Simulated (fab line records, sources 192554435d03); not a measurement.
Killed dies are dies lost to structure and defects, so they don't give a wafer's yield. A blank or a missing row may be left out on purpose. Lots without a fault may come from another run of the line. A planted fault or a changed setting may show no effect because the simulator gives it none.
Chamber matching | flow n5_finfet | N5_BEOL_M4_PRE_CLEAN_60 on cvd_co-02: 3 sister chambers
The step time 15 s. 3 wafers are shown with their chamber, then 11 later ones without.

WAFERS WITH THEIR CHAMBER
wafer  | chamber | heater_power_w (W)
L086.1 | 2       | 78
L086.6 | 0       | 63
L089.3 | 1       | 121

WAFERS WITHOUT THEIR CHAMBER
wafer  | heater_power_w (W)
L089.4 | 120
L089.6 | 66
L094.1 | 120
L094.4 | 117
L094.5 | 68
L096.1 | 80
L096.5 | 120
L096.6 | 78
L097.4 | 79
L097.5 | 65
L097.6 | 117

WHICH CHAMBER EACH WENT THROUGH
wafer  | from the rows above     | in truth
L089.4 | 1                       | 1
L089.6 | 0                       | 0
L094.1 | 1                       | 1
L094.4 | 1                       | 1
L094.5 | can't be placed: 0 or 2 | 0
L096.1 | 2                       | 2
L096.5 | 1                       | 1
L096.6 | 2                       | 2
L097.4 | 2                       | 2
L097.5 | 0                       | 0
L097.6 | 1                       | 1
Placed correctly: 10 of 11. Can't be placed from these rows: 1 (the true chamber is among the candidates in 1). Placed wrongly: 0.
How it was worked out, from the rows above alone: a wafer's distance from a chamber is the root of the sum, over the readings, of the square of ((its reading less the chamber's mean) divided by the reading's scatter). The wafer belongs to the nearest chamber; if the next one is less than 2 further off, it can't be placed. A chamber's mean is the mean of its shown wafers. The scatter: with one shown wafer a chamber, the root of the mean of the squares of how far each hidden wafer lies from its nearest shown one.
